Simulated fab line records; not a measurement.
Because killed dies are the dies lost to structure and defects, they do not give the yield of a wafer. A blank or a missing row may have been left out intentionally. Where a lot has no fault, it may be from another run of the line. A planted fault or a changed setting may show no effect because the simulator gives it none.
Struck lot and sound lot, side by side :: flow n5 finfet :: 16 out of 1938 route steps
Sound: the wafers L492.1, L492.5, L492.6. Struck: wafers L495.2, L495.4. (L495.6 of the same lot was not struck and is left out.) The cause comes at the end.
For every step that has rows: the tool of each side, followed by ch and its chambers, followed by its first start. Under that, the readings that differ: sound wafers :: struck wafers :: difference of the means :: sigmas: that difference in standard deviations of wafers without a fault.
alike: readings with means less than 2 such deviations apart, plus words and numbers identical on both sides. not compared: withheld readings, readings lacking a value on some wafer, bounds such as >300 that could conceal the same value, and numbers that have no deviation in the record and whose values overlap.
The two part at a step that has a row with sigmas, a row that says differs or no value, or rows on one side only. Numbers that don't overlap but have no deviation are shown without sigmas and don't part them. A reading that every wafer of one side lacks parts them only if that side has two wafers or more.

N5_BEOL_M3_ETCH_41: etches SiCN in CH3F/O2, target depth 29.9 nm, time 52.5 s.
  sound: rie diel-03 ch 1,2; struck: rie diel-06 ch 2,3
  alike: drypump motor current A, oes product au, rf vpp V, showerhead plenum p Torr, throttle valve pct
  not compared: rf hours counter h
N5_BEOL_M3_STRIP_97: strips in N2/H2, time 10 s.
  sound: rie diel-03 ch 1,2; struck: rie diel-06 ch 2,3
  alike: drypump motor current A, oes product au, rf vpp V, showerhead plenum p Torr, throttle valve pct
  not compared: rf hours counter h
N5_BEOL_M3_OCD_MEAS_38:
  struck on ocd-01, day 10 14:25; sound on ocd-01, day 9 20:38
  alike: trench depth nm
then, 4 steps without rows for these wafers: N5_BEOL_M3_HM_STRIP_39 (strips TiN in peroxide tin strip, target depth 25 nm, time 158 s); N5_BEOL_M3_SRD_40 (time 30 s); N5_BEOL_M3_PRECLEAN_42 (cleans in residue remover, time 60 s); N5_BEOL_M3_SRD_43 (time 30 s).
N5_BEOL_M3_CD_MEAS_35: target cd 18 nm, target cd y 21 nm.
  struck on cd sem-01, day 10 14:34; sound on cd sem-01, day 9 20:47
  alike: cd nm
N5_BEOL_M3_DEGAS_44: time 60 s.
  struck on pvd sputter-02, day 10 14:49; sound on pvd sputter-02, day 9 21:01
  alike: heater power w
N5_BEOL_M3_PRE_CLEAN_45: time 30 s.
  struck on pvd sputter-02, day 10 14:52; sound on pvd sputter-02, day 9 21:03
  alike: heater power w
N5_BEOL_M3_ALD_84: deposits TaN, pulse time 2 s, purge time 3 s, co reactant purge time 2 s.
  sound on ald metal-04 ch 0,1,2, day 9 21:07; struck on ald metal-01 ch 0,3, day 10 14:56
  alike: heater power outer w, heater power w, mfc carrier sccm, precursor vessel carrier sccm
next, for these wafers, 1 step has no rows: N5_BEOL_M3_SURFACE_TREAT_85.
N5_BEOL_M3_CVD_47: deposits Co from CCTBA/H2, target thk 3 nm, time 223.8 s.
  sound on cvd co-02 ch 0,1,2, day 9 21:43; struck on cvd co-01 ch 0, day 10 15:14
reading: run length s (s)
sound: 247.9 246.9 246.1
struck: 129.0 128.7
difference: -118.1
sigmas: -99 or more
then, 1 step without rows for these wafers: N5_BEOL_M3_SPUTTER_48 (material Cu, target thk 4.5 nm, time 8.29 s).
N5_BEOL_M4_RC_MEAS_101:
  sound on prober-02 ch 0, day 10 12:05; struck on prober-01 ch 0, day 11 07:44
  alike: DIBL_N, DIBL_P, IOFF_N, IOFF_P, ION_N, ION_P, SS_N, SS_P, VT_N, VT_P
-- here the record skips 4 days between the struck wafers' starts before and after, leaving off in module BEOL_M4 and picking up in module PASSIVATION (first step shown: number 1936 of the route) --
N5_PASSIVATION_PROBE_49:
  struck on prober-01, day 15 11:26; sound on prober-01, day 15 10:00
  alike: defect limited yield, killed_at_M0_to_M3, killed_at_M4_up, killed at contacts, killed at front end, killed at other, killed dies, killed open, killed short, sort_bin_5_function, sort_bin_6_memory, sort n pass, sort yield pct

## WHERE THEY PART
Within this record, at N5_BEOL_M3_CVD_47 only. Later steps at which nothing parts them and some readings are alike: N5_BEOL_M4_RC_MEAS_101, N5_PASSIVATION_PROBE_49.

WHY: whatever the simulator had introduced
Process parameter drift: cvd co-01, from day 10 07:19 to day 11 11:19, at N5_BEOL_M3_CVD_47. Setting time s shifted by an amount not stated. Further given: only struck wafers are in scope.
